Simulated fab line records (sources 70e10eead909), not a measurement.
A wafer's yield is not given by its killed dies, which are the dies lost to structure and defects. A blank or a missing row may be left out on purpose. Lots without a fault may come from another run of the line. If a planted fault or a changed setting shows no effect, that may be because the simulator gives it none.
fab line records || flow nand-harc
record {"lots": 6, "wafers": 18, "last-day": 33}
route steps=1302 shown A_ZERO_WELL@412 A_SOURCE_PLATE@413 A_ONON_D1@424 END@1302
lots that met no fault: from a run of the same line without faults
start-h: the number of hours between the record's first day and the start of the first shown wafer of the lot || wait-h: time in hours since the lot's previous step || " the same as in the row above || L1.1+2: one row covering several wafers at once || - either no value or no given start || * or withheld: withheld || < > ~ a bound
route shown NAME@n: NAME is a module with steps in the file, n the number in the route of the first one || usual: mean/standard deviation of fault-free wafers || same: alike in all rows || chamber/n: place in a boat || sites: readings site by site || _std_site: how widely they spread, as a standard deviation || _edge_site: inner sites' mean taken away from outer sites' mean || radius-mm: how far each site lies from the wafer's centre || mask NAME#n: copy n || behind: the most recent tool/chamber to have shaped the wafer || hold: what put the lot on hold/how long, in hours/how the hold closed || device: the transistor (n, p or np) that didn't switch || end of line: the same wafers' tests at the end of the route || a step without rows: its recipe alone || killed: count of dies lost to structure and defects at first sort (not the wafer's yield) || map: the dies of a wafer, with x for killed, . for not killed, _ for no die there
set.NAME: the setting as run; set.NAME@STEP: as run at that earlier step || model.NAME: the simulator's own value behind a step, which no gauge read
lots seen at some steps along the route; tables by step, rows by wafer
services: from which hour (start-h, from the record's first day; less than 0 if before it) a tool's chamber was out of use, for how many hours, and why
## steps
# step NHARC_A_ZERO_WELL_INSPECT_17
# usual {"raw-defect-count": "11/5.3"}
{"lot.wafer": "L350.2", "tool": "defect-inspect-02", "chamber": "-", "start-h": 148.72, "wait-h": 0.1, "raw-defect-count": 17}
{"lot.wafer": "L350.4", "tool": "defect-inspect-02", "chamber": "-", "start-h": 148.72, "wait-h": 0.1, "raw-defect-count": 10}
{"lot.wafer": "L350.5", "tool": "defect-inspect-02", "chamber": "-", "start-h": 148.72, "wait-h": 0.1, "raw-defect-count": 12}
{"lot.wafer": "L352.2", "tool": "defect-inspect-01", "chamber": "-", "start-h": 168.16, "wait-h": 0.1, "raw-defect-count": 13}
{"lot.wafer": "L352.3", "tool": "defect-inspect-01", "chamber": "-", "start-h": 168.16, "wait-h": 0.1, "raw-defect-count": 11}
{"lot.wafer": "L352.4", "tool": "defect-inspect-01", "chamber": "-", "start-h": 168.16, "wait-h": 0.1, "raw-defect-count": 6}
{"lot.wafer": "L355.2", "tool": "defect-inspect-02", "chamber": "-", "start-h": 201.40, "wait-h": 0.1, "raw-defect-count": 9}
{"lot.wafer": "L355.3", "tool": "defect-inspect-02", "chamber": "-", "start-h": 201.40, "wait-h": 0.1, "raw-defect-count": 6}
{"lot.wafer": "L355.5", "tool": "defect-inspect-02", "chamber": "-", "start-h": 201.40, "wait-h": 0.1, "raw-defect-count": 11}
{"lot.wafer": "L356.2", "tool": "defect-inspect-02", "chamber": "-", "start-h": 209.28, "wait-h": 0.1, "raw-defect-count": 4}
{"lot.wafer": "L356.4", "tool": "defect-inspect-02", "chamber": "-", "start-h": 209.28, "wait-h": 0.1, "raw-defect-count": 20}
{"lot.wafer": "L356.5", "tool": "defect-inspect-02", "chamber": "-", "start-h": 209.28, "wait-h": 0.1, "raw-defect-count": 22}
{"lot.wafer": "L363.2", "tool": "defect-inspect-02", "chamber": "-", "start-h": 285.99, "wait-h": 0.1, "raw-defect-count": 6}
{"lot.wafer": "L363.5", "tool": "defect-inspect-02", "chamber": "-", "start-h": 285.99, "wait-h": 0.1, "raw-defect-count": 6}
{"lot.wafer": "L363.6", "tool": "defect-inspect-02", "chamber": "-", "start-h": 285.99, "wait-h": 0.1, "raw-defect-count": 12}
{"lot.wafer": "L372.3", "tool": "defect-inspect-01", "chamber": "-", "start-h": 371.96, "wait-h": 0.1, "raw-defect-count": 9}
{"lot.wafer": "L372.5", "tool": "defect-inspect-01", "chamber": "-", "start-h": 371.96, "wait-h": 0.1, "raw-defect-count": 7}
{"lot.wafer": "L372.6", "tool": "defect-inspect-01", "chamber": "-", "start-h": 371.96, "wait-h": 0.1, "raw-defect-count": 6}
# step NHARC_A_SOURCE_PLATE_PRECLEAN_00
# recipe {"time-s": 60, "chemistry": "HF-LAST"}
# step NHARC_A_SOURCE_PLATE_SRD_01
# step NHARC_A_SOURCE_PLATE_OXIDE_02
# recipe {"target-thk-a": 100, "temp-c": 900, "ox-time-s": 1362, "material": "SiO2"}
# step NHARC_A_SOURCE_PLATE_THK_MEAS_09
# recipe {"thk-meas-gauge": "ellipsometry"}
# usual {"thk-nm": "9.7/1.1"}
{"lot.wafer": "L350.2", "tool": "film-metro-02", "chamber": "-", "start-h": 157.98, "wait-h": 0.4, "thk-nm": 11.0}
{"lot.wafer": "L350.4", "tool": "film-metro-02", "chamber": "-", "start-h": 157.98, "wait-h": 0.4, "thk-nm": 10.1}
{"lot.wafer": "L350.5", "tool": "film-metro-02", "chamber": "-", "start-h": 157.98, "wait-h": 0.4, "thk-nm": 9.7}
{"lot.wafer": "L352.2", "tool": "film-metro-01", "chamber": "-", "start-h": 175.89, "wait-h": 0.4, "thk-nm": 9.1}
{"lot.wafer": "L352.3", "tool": "film-metro-01", "chamber": "-", "start-h": 175.89, "wait-h": 0.4, "thk-nm": 10.8}
{"lot.wafer": "L352.4", "tool": "film-metro-01", "chamber": "-", "start-h": 175.89, "wait-h": 0.4, "thk-nm": 10.7}
{"lot.wafer": "L355.2", "tool": "film-metro-01", "chamber": "-", "start-h": 208.21, "wait-h": 0.4, "thk-nm": 11.1}
{"lot.wafer": "L355.3", "tool": "film-metro-01", "chamber": "-", "start-h": 208.21, "wait-h": 0.4, "thk-nm": 11.9}
{"lot.wafer": "L355.5", "tool": "film-metro-01", "chamber": "-", "start-h": 208.21, "wait-h": 0.4, "thk-nm": 10.2}
{"lot.wafer": "L356.2", "tool": "film-metro-01", "chamber": "-", "start-h": 216.53, "wait-h": 0.4, "thk-nm": 9.4}
{"lot.wafer": "L356.4", "tool": "film-metro-01", "chamber": "-", "start-h": 216.53, "wait-h": 0.4, "thk-nm": 10.6}
{"lot.wafer": "L356.5", "tool": "film-metro-01", "chamber": "-", "start-h": 216.53, "wait-h": 0.4, "thk-nm": 9.7}
{"lot.wafer": "L363.2", "tool": "film-metro-02", "chamber": "-", "start-h": 291.30, "wait-h": 0.4, "thk-nm": 10.2}
{"lot.wafer": "L363.5", "tool": "film-metro-02", "chamber": "-", "start-h": 291.30, "wait-h": 0.4, "thk-nm": 9.1}
{"lot.wafer": "L363.6", "tool": "film-metro-02", "chamber": "-", "start-h": 291.30, "wait-h": 0.4, "thk-nm": 9.1}
{"lot.wafer": "L372.3", "tool": "film-metro-01", "chamber": "-", "start-h": 382.02, "wait-h": 0.4, "thk-nm": 10.1}
{"lot.wafer": "L372.5", "tool": "film-metro-01", "chamber": "-", "start-h": 382.02, "wait-h": 0.4, "thk-nm": 9.4}
{"lot.wafer": "L372.6", "tool": "film-metro-01", "chamber": "-", "start-h": 382.02, "wait-h": 0.4, "thk-nm": 12.6}
# step NHARC_A_SOURCE_PLATE_PVD_04
# recipe {"target-thk-a": 500, "material": "WSi2"}
# step NHARC_A_SOURCE_PLATE_CVD_03
# recipe {"target-thk-a": 2000, "temp-c": 620, "pressure-mtorr": 200, "time-s": 4000, "material": "poly-Si"}
# step NHARC_A_SOURCE_PLATE_ANNEAL_05
# recipe {"temp-c": 850, "time-s": 1800}
# step NHARC_A_SOURCE_PLATE_THK_MEAS_06
# recipe {"thk-meas-gauge": "ellipsometry"}
# usual {"thk-nm": "200.0/2.2"}
{"lot.wafer": "L350.2", "tool": "film-metro-01", "chamber": "-", "start-h": 170.82, "wait-h": 0.4, "thk-nm": 200.8}
{"lot.wafer": "L350.4", "tool": "film-metro-01", "chamber": "-", "start-h": 170.82, "wait-h": 0.4, "thk-nm": 198.6}
{"lot.wafer": "L350.5", "tool": "film-metro-01", "chamber": "-", "start-h": 170.82, "wait-h": 0.4, "thk-nm": 197.3}
{"lot.wafer": "L352.2", "tool": "film-metro-01", "chamber": "-", "start-h": 190.63, "wait-h": 0.4, "thk-nm": 202.0}
{"lot.wafer": "L352.3", "tool": "film-metro-01", "chamber": "-", "start-h": 190.63, "wait-h": 0.4, "thk-nm": 201.3}
{"lot.wafer": "L352.4", "tool": "film-metro-01", "chamber": "-", "start-h": 190.63, "wait-h": 0.4, "thk-nm": 200.6}
{"lot.wafer": "L355.2", "tool": "film-metro-01", "chamber": "-", "start-h": 222.20, "wait-h": 0.4, "thk-nm": 202.7}
{"lot.wafer": "L355.3", "tool": "film-metro-01", "chamber": "-", "start-h": 222.20, "wait-h": 0.4, "thk-nm": 201.2}
{"lot.wafer": "L355.5", "tool": "film-metro-01", "chamber": "-", "start-h": 222.20, "wait-h": 0.4, "thk-nm": 199.2}
{"lot.wafer": "L356.2", "tool": "film-metro-01", "chamber": "-", "start-h": 229.66, "wait-h": 0.4, "thk-nm": 199.6}
{"lot.wafer": "L356.4", "tool": "film-metro-01", "chamber": "-", "start-h": 229.66, "wait-h": 0.4, "thk-nm": 203.3}
{"lot.wafer": "L356.5", "tool": "film-metro-01", "chamber": "-", "start-h": 229.66, "wait-h": 0.4, "thk-nm": 200.4}
{"lot.wafer": "L363.2", "tool": "film-metro-01", "chamber": "-", "start-h": 304.39, "wait-h": 0.4, "thk-nm": 199.2}
{"lot.wafer": "L363.5", "tool": "film-metro-01", "chamber": "-", "start-h": 304.39, "wait-h": 0.4, "thk-nm": 199.3}
{"lot.wafer": "L363.6", "tool": "film-metro-01", "chamber": "-", "start-h": 304.39, "wait-h": 0.4, "thk-nm": 200.5}
{"lot.wafer": "L372.3", "tool": "film-metro-02", "chamber": "-", "start-h": 397.63, "wait-h": 0.4, "thk-nm": 201.8}
{"lot.wafer": "L372.5", "tool": "film-metro-02", "chamber": "-", "start-h": 397.63, "wait-h": 0.4, "thk-nm": 198.3}
{"lot.wafer": "L372.6", "tool": "film-metro-02", "chamber": "-", "start-h": 397.63, "wait-h": 0.4, "thk-nm": 199.2}
# step NHARC_A_SOURCE_PLATE_INSPECT_08
# usual {"raw-defect-count": "59/22"}
{"lot.wafer": "L350.2", "tool": "defect-inspect-02", "chamber": "-", "start-h": 170.92, "wait-h": 0.0, "raw-defect-count": 61}
{"lot.wafer": "L350.4", "tool": "defect-inspect-02", "chamber": "-", "start-h": 170.92, "wait-h": 0.0, "raw-defect-count": 44}
{"lot.wafer": "L350.5", "tool": "defect-inspect-02", "chamber": "-", "start-h": 170.92, "wait-h": 0.0, "raw-defect-count": 49}
{"lot.wafer": "L352.2", "tool": "defect-inspect-01", "chamber": "-", "start-h": 190.70, "wait-h": 0.0, "raw-defect-count": 53}
{"lot.wafer": "L352.3", "tool": "defect-inspect-01", "chamber": "-", "start-h": 190.70, "wait-h": 0.0, "raw-defect-count": 46}
{"lot.wafer": "L352.4", "tool": "defect-inspect-01", "chamber": "-", "start-h": 190.70, "wait-h": 0.0, "raw-defect-count": 84}
{"lot.wafer": "L355.2", "tool": "defect-inspect-01", "chamber": "-", "start-h": 222.26, "wait-h": 0.0, "raw-defect-count": 96}
{"lot.wafer": "L355.3", "tool": "defect-inspect-01", "chamber": "-", "start-h": 222.26, "wait-h": 0.0, "raw-defect-count": 86}
{"lot.wafer": "L355.5", "tool": "defect-inspect-01", "chamber": "-", "start-h": 222.26, "wait-h": 0.0, "raw-defect-count": 43}
{"lot.wafer": "L356.2", "tool": "defect-inspect-01", "chamber": "-", "start-h": 229.74, "wait-h": 0.0, "raw-defect-count": 42}
{"lot.wafer": "L356.4", "tool": "defect-inspect-01", "chamber": "-", "start-h": 229.74, "wait-h": 0.0, "raw-defect-count": 89}
{"lot.wafer": "L356.5", "tool": "defect-inspect-01", "chamber": "-", "start-h": 229.74, "wait-h": 0.0, "raw-defect-count": 60}
{"lot.wafer": "L363.2", "tool": "defect-inspect-01", "chamber": "-", "start-h": 304.45, "wait-h": 0.0, "raw-defect-count": 62}
{"lot.wafer": "L363.5", "tool": "defect-inspect-01", "chamber": "-", "start-h": 304.45, "wait-h": 0.0, "raw-defect-count": 37}
{"lot.wafer": "L363.6", "tool": "defect-inspect-01", "chamber": "-", "start-h": 304.45, "wait-h": 0.0, "raw-defect-count": 70}
{"lot.wafer": "L372.3", "tool": "defect-inspect-02", "chamber": "-", "start-h": 397.74, "wait-h": 0.0, "raw-defect-count": 48}
{"lot.wafer": "L372.5", "tool": "defect-inspect-02", "chamber": "-", "start-h": 397.74, "wait-h": 0.0, "raw-defect-count": 57}
{"lot.wafer": "L372.6", "tool": "defect-inspect-02", "chamber": "-", "start-h": 397.74, "wait-h": 0.0, "raw-defect-count": 37}
# step NHARC_A_ONON_D1_DEP_00
# recipe {"target-thk-a": 10000, "n2-flow-sccm": 2750, "n2o-flow-sccm": 2000, "nh3-flow-sccm": 500, "sih4-flow-sccm": 210, "temp-c": 400}
# usual {"n2-flow-sccm": "2748/7.9", "sih4-flow-sccm": "210.0/0.64"}
{"lot.wafer": "L350.2", "tool": "pecvd-onon-01", "chamber": 0, "start-h": 171.05, "wait-h": 0.1, "n2-flow-sccm": 2749, "sih4-flow-sccm": 210.1}
{"lot.wafer": "L350.4", "tool": "pecvd-onon-01", "chamber": 0, "start-h": 171.05, "wait-h": 0.1, "n2-flow-sccm": 2738, "sih4-flow-sccm": 210.3}
{"lot.wafer": "L350.5", "tool": "pecvd-onon-01", "chamber": 0, "start-h": 171.05, "wait-h": 0.1, "n2-flow-sccm": 2733, "sih4-flow-sccm": 210.8}
{"lot.wafer": "L352.2", "tool": "pecvd-onon-01", "chamber": 0, "start-h": 190.82, "wait-h": 0.1, "n2-flow-sccm": 2744, "sih4-flow-sccm": 210.2}
{"lot.wafer": "L352.3", "tool": "pecvd-onon-01", "chamber": 0, "start-h": 190.82, "wait-h": 0.1, "n2-flow-sccm": 2745, "sih4-flow-sccm": 210.4}
{"lot.wafer": "L352.4", "tool": "pecvd-onon-01", "chamber": 0, "start-h": 190.82, "wait-h": 0.1, "n2-flow-sccm": 2750, "sih4-flow-sccm": 210.5}
{"lot.wafer": "L355.2", "tool": "pecvd-onon-01", "chamber": 0, "start-h": 222.39, "wait-h": 0.1, "n2-flow-sccm": 2752, "sih4-flow-sccm": 209.3}
{"lot.wafer": "L355.3", "tool": "pecvd-onon-01", "chamber": 0, "start-h": 222.39, "wait-h": 0.1, "n2-flow-sccm": 2755, "sih4-flow-sccm": 210.1}
{"lot.wafer": "L355.5", "tool": "pecvd-onon-01", "chamber": 0, "start-h": 222.39, "wait-h": 0.1, "n2-flow-sccm": 2756, "sih4-flow-sccm": 209.3}
{"lot.wafer": "L356.2", "tool": "pecvd-onon-01", "chamber": 0, "start-h": 229.86, "wait-h": 0.1, "n2-flow-sccm": 2763, "sih4-flow-sccm": 210.5}
{"lot.wafer": "L356.4", "tool": "pecvd-onon-01", "chamber": 0, "start-h": 229.86, "wait-h": 0.1, "n2-flow-sccm": 2759, "sih4-flow-sccm": 210.3}
{"lot.wafer": "L356.5", "tool": "pecvd-onon-01", "chamber": 0, "start-h": 229.86, "wait-h": 0.1, "n2-flow-sccm": 2752, "sih4-flow-sccm": 210.7}
{"lot.wafer": "L363.2", "tool": "pecvd-onon-01", "chamber": 0, "start-h": 304.57, "wait-h": 0.1, "n2-flow-sccm": 2765, "sih4-flow-sccm": 209.7}
{"lot.wafer": "L363.5", "tool": "pecvd-onon-01", "chamber": 0, "start-h": 304.57, "wait-h": 0.1, "n2-flow-sccm": 2765, "sih4-flow-sccm": 209.6}
{"lot.wafer": "L363.6", "tool": "pecvd-onon-01", "chamber": 0, "start-h": 304.57, "wait-h": 0.1, "n2-flow-sccm": 2767, "sih4-flow-sccm": 211.4}
{"lot.wafer": "L372.3", "tool": "pecvd-onon-01", "chamber": 0, "start-h": 397.92, "wait-h": 0.2, "n2-flow-sccm": 2738, "sih4-flow-sccm": 210.9}
{"lot.wafer": "L372.5", "tool": "pecvd-onon-01", "chamber": 0, "start-h": 397.92, "wait-h": 0.2, "n2-flow-sccm": 2733, "sih4-flow-sccm": 209.9}
{"lot.wafer": "L372.6", "tool": "pecvd-onon-01", "chamber": 0, "start-h": 397.92, "wait-h": 0.2, "n2-flow-sccm": 2747, "sih4-flow-sccm": 210.7}
# step NHARC_A_ONON_D1_THK_MEAS_02
# recipe {"thk-meas-gauge": "ellipsometry"}
# usual {"thk-nm": "999/9.6"}
{"lot.wafer": "L350.2", "tool": "film-metro-02", "chamber": "-", "start-h": 171.50, "wait-h": "-", "thk-nm": 970}
{"lot.wafer": "L350.4", "tool": "film-metro-02", "chamber": "-", "start-h": 171.50, "wait-h": "-", "thk-nm": 969}
{"lot.wafer": "L350.5", "tool": "film-metro-02", "chamber": "-", "start-h": 171.50, "wait-h": "-", "thk-nm": 969}
{"lot.wafer": "L352.2", "tool": "film-metro-01", "chamber": "-", "start-h": 191.27, "wait-h": "-", "thk-nm": 1012}
{"lot.wafer": "L352.3", "tool": "film-metro-01", "chamber": "-", "start-h": 191.27, "wait-h": "-", "thk-nm": 1011}
{"lot.wafer": "L352.4", "tool": "film-metro-01", "chamber": "-", "start-h": 191.27, "wait-h": "-", "thk-nm": 1011}
{"lot.wafer": "L355.2", "tool": "film-metro-01", "chamber": "-", "start-h": 222.84, "wait-h": "-", "thk-nm": 446}
{"lot.wafer": "L355.3", "tool": "film-metro-01", "chamber": "-", "start-h": 222.84, "wait-h": "-", "thk-nm": 446}
{"lot.wafer": "L355.5", "tool": "film-metro-01", "chamber": "-", "start-h": 222.84, "wait-h": "-", "thk-nm": 447}
{"lot.wafer": "L356.2", "tool": "film-metro-02", "chamber": "-", "start-h": 230.31, "wait-h": "-", "thk-nm": 441}
{"lot.wafer": "L356.4", "tool": "film-metro-02", "chamber": "-", "start-h": 230.31, "wait-h": "-", "thk-nm": 440}
{"lot.wafer": "L356.5", "tool": "film-metro-02", "chamber": "-", "start-h": 230.31, "wait-h": "-", "thk-nm": 440}
{"lot.wafer": "L363.2", "tool": "film-metro-01", "chamber": "-", "start-h": 305.03, "wait-h": "-", "thk-nm": 1003}
{"lot.wafer": "L363.5", "tool": "film-metro-01", "chamber": "-", "start-h": 305.03, "wait-h": "-", "thk-nm": 1004}
{"lot.wafer": "L363.6", "tool": "film-metro-01", "chamber": "-", "start-h": 305.03, "wait-h": "-", "thk-nm": 1002}
{"lot.wafer": "L372.3", "tool": "film-metro-01", "chamber": "-", "start-h": 398.31, "wait-h": "-", "thk-nm": 998}
{"lot.wafer": "L372.5", "tool": "film-metro-01", "chamber": "-", "start-h": 398.31, "wait-h": "-", "thk-nm": 1000}
{"lot.wafer": "L372.6", "tool": "film-metro-01", "chamber": "-", "start-h": 398.31, "wait-h": "-", "thk-nm": 1000}
# step NHARC_A_ONON_D1_DEP_03
# recipe {"target-thk-a": 10000, "n2-flow-sccm": 2750, "n2o-flow-sccm": 2000, "nh3-flow-sccm": 500, "sih4-flow-sccm": 210, "temp-c": 400}
# step NHARC_END_SORT_01
# recipe {"temp-c": 25}
# usual {"killed-at-array": "46/15", "killed-at-other": "0.8/1.1", "killed-at-periphery": "4.0/2.9", "killed-dies": "50/15", "killed-open": "3.2/1.8", "killed-short": "2.3/1.6"}
# same {"gross-dies": 677}
{"lot.wafer": "L356.2", "tool": "prober-01", "chamber": 0, "start-h": 624.99, "wait-h": 2.8, "killed-at-array": 669, "killed-at-other": 1, "killed-at-periphery": 7, "killed-dies": 677, "killed-open": 2, "killed-short": 2}
{"lot.wafer": "L356.4", "tool": "prober-01", "chamber": 0, "start-h": 626.58, "wait-h": 3.4, "killed-at-array": 669, "killed-at-other": 0, "killed-at-periphery": 8, "killed-dies": 677, "killed-open": 4, "killed-short": 1}
{"lot.wafer": "L356.5", "tool": "prober-01", "chamber": 0, "start-h": 627.37, "wait-h": 3.7, "killed-at-array": 669, "killed-at-other": 2, "killed-at-periphery": 6, "killed-dies": 677, "killed-open": 2, "killed-short": 3}
{"lot.wafer": "L355.2", "tool": "prober-02", "chamber": 0, "start-h": 625.06, "wait-h": 2.8, "killed-at-array": 672, "killed-at-other": 2, "killed-at-periphery": 3, "killed-dies": 677, "killed-open": 2, "killed-short": 2}
{"lot.wafer": "L355.3", "tool": "prober-02", "chamber": 0, "start-h": 625.86, "wait-h": 3.1, "killed-at-array": 671, "killed-at-other": 0, "killed-at-periphery": 6, "killed-dies": 677, "killed-open": 3, "killed-short": 1}
{"lot.wafer": "L355.5", "tool": "prober-02", "chamber": 0, "start-h": 627.45, "wait-h": 3.7, "killed-at-array": 674, "killed-at-other": 0, "killed-at-periphery": 3, "killed-dies": 677, "killed-open": 1, "killed-short": 2}
# killed by level:class
L356.2 A_ONON_D1:area-dep=636 A_SLIT:chamber-film-flake=14 A_CHANNEL_HOLE_D2:chamber-film-flake=5 A_CONTACT:chamber-film-flake=4 P_ZERO_WELL:chamber-film-flake=2 P_BONDPAD:chamber-film-flake=2 A_CHANNEL_HOLE_D1:chamber-film-flake=2 A_DECK1_JOINT:chamber-film-flake=2
L355.2 A_ONON_D1:area-dep=636 A_CHANNEL_HOLE_D2:chamber-film-flake=21 P_ZERO_WELL:chamber-film-flake=3 A_M0:chamber-film-flake=3 A_CHANNEL_HOLE_D1:chamber-film-flake=2 A_DECK1_JOINT:chamber-film-flake=2 A_CONTACT:chamber-film-flake=2 THIN_TSV:chamber-film-flake=2
L355.3 A_ONON_D1:area-dep=631 A_CHANNEL_HOLE_D2:chamber-film-flake=26 A_CHANNEL_HOLE_D1:chamber-film-flake=3 A_STAIRCASE:chamber-film-flake=3 A_CONTACT:chamber-film-flake=3 P_BONDPAD:chamber-film-flake=2 P_CONTACT:geometric-particle:open=1 P_M0:geometric-particle:open=1
L356.4 A_ONON_D1:area-dep=625 A_SLIT:chamber-film-flake=19 A_CHANNEL_HOLE_D2:chamber-film-flake=7 A_STAIRCASE:chamber-film-flake=6 A_CONTACT:chamber-film-flake=4 A_CHANNEL_HOLE_D1:chamber-film-flake=3 P_GATE:chamber-film-flake=2 P_CONTACT:geometric-particle:short=1
L356.5 A_ONON_D1:area-dep=628 A_SLIT:chamber-film-flake=14 A_STAIRCASE:chamber-film-flake=9 A_CHANNEL_HOLE_D2:chamber-film-flake=5 A_CONTACT:chamber-film-flake=5 A_DECK1_JOINT:geometric-particle:short=2 P_BONDPAD:chamber-film-flake=2 A_CHANNEL_HOLE_D1:chamber-film-flake=2
L355.5 A_ONON_D1:area-dep=635 A_CHANNEL_HOLE_D2:chamber-film-flake=22 A_CHANNEL_HOLE_D1:chamber-film-flake=5 A_STAIRCASE:chamber-film-flake=5 A_SLIT:chamber-film-flake=2 A_CHANNEL_FILL_D1:geometric-particle:short=1 A_CHANNEL_FILL_D1:geometric-particle:open=1 A_BLC:geometric-particle:short=1
# map L355.2 (x killed, . not)
____________x____________
_________xxxxxxx_________
_______xxxxxxxxxxx_______
______xxxxxxxxxxxxx______
_____xxxxxxxxxxxxxxx_____
____xxxxxxxxxxxxxxxxx____
____xxxxxxxxxxxxxxxxx____
___xxxxxxxxxxxxxxxxxxx___
___xxxxxxxxxxxxxxxxxxx___
__xxxxxxxxxxxxxxxxxxxxx__
__xxxxxxxxxxxxxxxxxxxxx__
_xxxxxxxxxxxxxxxxxxxxxxx_
_xxxxxxxxxxxxxxxxxxxxxxx_
_xxxxxxxxxxxxxxxxxxxxxxx_
_xxxxxxxxxxxxxxxxxxxxxxx_
_xxxxxxxxxxxxxxxxxxxxxxx_
xxxxxxxxxxxxxxxxxxxxxxxxx
xxxxxxxxxxxxxxxxxxxxxxxxx
xxxxxxxxxxxxxxxxxxxxxxxxx
xxxxxxxxxxxxxxxxxxxxxxxxx
xxxxxxxxxxxxxxxxxxxxxxxxx
_xxxxxxxxxxxxxxxxxxxxxxx_
_xxxxxxxxxxxxxxxxxxxxxxx_
_xxxxxxxxxxxxxxxxxxxxxxx_
_xxxxxxxxxxxxxxxxxxxxxxx_
_xxxxxxxxxxxxxxxxxxxxxxx_
__xxxxxxxxxxxxxxxxxxxxx__
__xxxxxxxxxxxxxxxxxxxxx__
___xxxxxxxxxxxxxxxxxxx___
___xxxxxxxxxxxxxxxxxxx___
____xxxxxxxxxxxxxxxxx____
____xxxxxxxxxxxxxxxxx____
_____xxxxxxxxxxxxxxx_____
______xxxxxxxxxxxxx______
_______xxxxxxxxxxx_______
_________xxxxxxx_________
____________x____________
# map L356.2 (x killed, . not)
____________x____________
_________xxxxxxx_________
_______xxxxxxxxxxx_______
______xxxxxxxxxxxxx______
_____xxxxxxxxxxxxxxx_____
____xxxxxxxxxxxxxxxxx____
____xxxxxxxxxxxxxxxxx____
___xxxxxxxxxxxxxxxxxxx___
___xxxxxxxxxxxxxxxxxxx___
__xxxxxxxxxxxxxxxxxxxxx__
__xxxxxxxxxxxxxxxxxxxxx__
_xxxxxxxxxxxxxxxxxxxxxxx_
_xxxxxxxxxxxxxxxxxxxxxxx_
_xxxxxxxxxxxxxxxxxxxxxxx_
_xxxxxxxxxxxxxxxxxxxxxxx_
_xxxxxxxxxxxxxxxxxxxxxxx_
xxxxxxxxxxxxxxxxxxxxxxxxx
xxxxxxxxxxxxxxxxxxxxxxxxx
xxxxxxxxxxxxxxxxxxxxxxxxx
xxxxxxxxxxxxxxxxxxxxxxxxx
xxxxxxxxxxxxxxxxxxxxxxxxx
_xxxxxxxxxxxxxxxxxxxxxxx_
_xxxxxxxxxxxxxxxxxxxxxxx_
_xxxxxxxxxxxxxxxxxxxxxxx_
_xxxxxxxxxxxxxxxxxxxxxxx_
_xxxxxxxxxxxxxxxxxxxxxxx_
__xxxxxxxxxxxxxxxxxxxxx__
__xxxxxxxxxxxxxxxxxxxxx__
___xxxxxxxxxxxxxxxxxxx___
___xxxxxxxxxxxxxxxxxxx___
____xxxxxxxxxxxxxxxxx____
____xxxxxxxxxxxxxxxxx____
_____xxxxxxxxxxxxxxx_____
______xxxxxxxxxxxxx______
_______xxxxxxxxxxx_______
_________xxxxxxx_________
____________x____________
## services
{"tool": "pecvd-onon-01", "chamber": "-", "start-h": 269.07, "hours": 13.0, "kind": "pm"}
## key
first-sign {"step": "NHARC_A_ONON_D1_THK_MEAS_02", "reading": "thk-nm", "direction": "down", "sigmas": 58, "usual": 999, "struck": 443}
effect {"step": "NHARC_END_SORT_01", "reading": "killed-at-array", "direction": "up", "sigmas": 41, "usual": 46, "struck": 671}
more-kills-born-at {"NHARC_A_ONON_D1_DEP_00@pecvd-onon-01": 3791}
met-at NHARC_A_ONON_D1_DEP_00
struck-wafers L355.2,L355.3,L355.5,L356.2,L356.4,L356.5
later-rows-left-out L355.2,L355.3,L355.5,L356.2,L356.4,L356.5
tester-left-out L355,L356
onset-between 190.82 222.39
fault {"kind": "process-parameter-drift", "tool": "pecvd-onon-01", "chamber": "-", "onset-h": 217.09, "steps": "NHARC_A_ONON_D1_DEP_00", "channel": "target-thk-a", "offset": "*", "shape": "step", "end-h": 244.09, "acts-in": "*", "stated": "*"}
# tester-left-out: of these lots the tester's yield and bins aren't shown, on N5 and GAA mostly nor the transistor test; their killed dies are dies lost to structure and defects alone, not to doping, threshold or leakage, so they don't give the yield
# later-rows-left-out: the simulator's readings of these wafers behind a module that went badly wrong aren't trusted and aren't shown, but for the sort
